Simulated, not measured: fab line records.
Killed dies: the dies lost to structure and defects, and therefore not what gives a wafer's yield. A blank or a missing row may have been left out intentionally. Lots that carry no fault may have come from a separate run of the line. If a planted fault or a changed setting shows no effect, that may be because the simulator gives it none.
Struck lot and sound lot, side by side -- flow n5Finfet -- 17 steps out of a route of 1938
Sound: the wafers L925.1, L925.3, L925.5. Struck: wafer L935.4. (L935.3 of the same lot was not struck and is left out.) The cause comes at the end.
Each step with rows lists, per side, the tool, then ch with its chambers, then its first start. Under that, the readings that differ: sound wafers -- struck wafers -- difference of the means -- sigmas: that difference in standard deviations of wafers without a fault.
alike: readings whose means differ by less than 2 such deviations, and words and numbers that are the same on both sides. not compared: withheld readings, readings that some wafer has no value for, bounds like >300 that may hide the same value, and numbers for which the record gives no deviation and whose values overlap.
A row with sigmas, a row that says differs or no value, or rows on one side alone: a step with any of these is where the two part. Numbers that don't overlap but have no deviation are shown without sigmas and don't part them. A reading missing from all wafers of one side parts the sides only when that side holds two or more wafers.

N5_MOL_CONTACT_COAG_INSPECT_42: inspects for defects (brightfield).
  struck on defectInspect-02, day 9 02:56; sound on defectInspect-02, day 6 09:21
  alike: rawDefectCount
then, 3 steps without rows for these wafers: N5_MOL_CONTACT_COAG_DESCUM_45 (chemistry O2, time 7 s); N5_MOL_CONTACT_COAG_ETCH_65 (etches underlayer in N2/H2, target depth 13 nm, time 10.4 s); N5_MOL_CONTACT_COAG_ETCH_66 (etches SiARC in CF4, target depth 13 nm, time 21.7 s).
N5_MOL_CONTACT_COAG_ALD_133: deposits SiO2, target thk 5 nm, pulse time 1 s, co reactant pulse time 1 s.
  sound on aldSin-02 ch 0,3, day 6 10:03; struck on aldSin-01 ch 0, day 9 03:20
  alike: heaterPowerW, precursorPulseHeightRel
N5_MOL_CONTACT_COAG_ETCHBACK_134: etches SiO2 in CHF3, target depth 10 nm, time 6.7 s.
  sound on rieDiel-06 ch 1,3, day 6 10:29; struck on rieDiel-03 ch 1, day 9 03:31
  alike: chamberPressureMTorr, drypumpMotorCurrentA, oesProductAu, rfVppV, showerheadPlenumPTorr, throttleValvePct
  not compared: rfHoursCounterH
N5_MOL_CONTACT_COAG_ETCH_67: etches SOC in N2/H2, target depth 60 nm, overetch 21 nm, time 101.2 s.
  sound on rieDiel-06 ch 1,3, day 6 10:32; struck on rieDiel-03 ch 1, day 9 03:33
  alike: chamberPressureMTorr, drypumpMotorCurrentA, oesProductAu, rfVppV, showerheadPlenumPTorr, throttleValvePct
  not compared: rfHoursCounterH
then, 4 steps without rows for these wafers: N5_MOL_CONTACT_COAG_STRIP_68 (strips in N2/H2); N5_MOL_CONTACT_COAG_STRIP_69 (strips in N2/H2); N5_MOL_CONTACT_COAG_ETCHBACK_136 (etches SiO2 in CHF3, target depth 25 nm, time 16.7 s); N5_MOL_CONTACT_COAG_STRIP_120 (strips in CHF3).
N5_MOL_CONTACT_COAG_VIA_ETCH_117: etches SiO2 in C4F6/O2, target depth 40 nm, overetch 8 nm, time 26 s.
  sound on rieDiel-06 ch 1,3, day 6 10:39; struck on rieDiel-03 ch 1, day 9 03:40
reading,sound,struck,difference,sigmas
throttleValvePct (%),40.8 41.2 40.8,41.6,+0.7,+2
  alike: O2_flow_sccm, chamberPressureMTorr, drypumpMotorCurrentA, oesProductAu, rfVppV, showerheadPlenumPTorr
  not compared: rfHoursCounterH
N5_MOL_CONTACT_COAG_ETCH_124: etches SiNx in CH3F/O2, stops on SiOC, target depth 6.5 nm.
  sound on rieDiel-06 ch 1,3, day 6 10:41; struck on rieDiel-03 ch 1, day 9 03:42
reading,sound,struck,difference,sigmas
O2_flow_sccm (sccm),20.11 19.94 20.09,19.92,-0.13,-2
model.SOC_of_MOL_CONTACT_COAG_COAT_62.thkNm (nm),48.4 48.2 48.2,49,+1,
  alike: chamberPressureMTorr, drypumpMotorCurrentA, oesProductAu, rfVppV, showerheadPlenumPTorr, throttleValvePct
  not compared: rfHoursCounterH
N5_MOL_CONTACT_COAG_ETCH_48: etches SiOC in C4F6/O2, target depth 15 nm, overetch 4.5 nm, time 17 s.
  sound on rieDiel-06 ch 1,3, day 6 10:43; struck on rieDiel-03 ch 1, day 9 03:44
reading,sound,struck,difference,sigmas
throttleValvePct (%),40.3 40.7 40.3,41.1,+0.7,+2
model.SOC_of_MOL_CONTACT_COAG_COAT_62.thkNm (nm),45.6 45.6 45.6,46.4,+0.8,
  alike: O2_flow_sccm, chamberPressureMTorr, drypumpMotorCurrentA, oesProductAu, rfVppV, showerheadPlenumPTorr
  not compared: rfHoursCounterH
N5_MOL_CONTACT_COAG_STRIP_72: strips in N2/H2.
  sound on rieDiel-06 ch 1,3, day 6 10:46; struck on rieDiel-03 ch 1, day 9 03:48
  alike: chamberPressureMTorr, drypumpMotorCurrentA, oesProductAu, rfVppV, showerheadPlenumPTorr, throttleValvePct
  not compared: rfHoursCounterH
-- here the record skips 3 days between the struck wafers' starts before and after, leaving off in module MOL_CONTACT_COAG and picking up in module BEOL_M4 (first step shown: number 1111 of the route) --
N5_BEOL_M4_RC_MEAS_101:
  sound on prober-02 ch 0, day 9 19:29; struck on prober-02 ch 0, day 12 12:26
reading,sound,struck,difference,sigmas
IOFF_P (nA/um),0.177 0.213 0.177,0.246,+0.057,+2
VT_P (mV),-252.9 -253.0 -252.9,-246.9,+6.0,+2
  alike: DIBL_N, DIBL_P, IOFF_N, ION_N, ION_P, SS_N, SS_P, VT_N
-- a jump in the record: the struck wafers' starts before and after are 4 days apart (it breaks off in module BEOL_M4 and resumes in module PASSIVATION, where the first step shown is number 1936 of the route) --
N5_PASSIVATION_PROBE_49:
  only the struck wafers here have rows in the record (prober-02, day 16 19:20); the sound ones have none

== WHERE THEY PART ==
At N5_MOL_CONTACT_COAG_VIA_ETCH_117 first; at N5_PASSIVATION_PROBE_49 last (within this record only).

WHY: what the simulator had put in
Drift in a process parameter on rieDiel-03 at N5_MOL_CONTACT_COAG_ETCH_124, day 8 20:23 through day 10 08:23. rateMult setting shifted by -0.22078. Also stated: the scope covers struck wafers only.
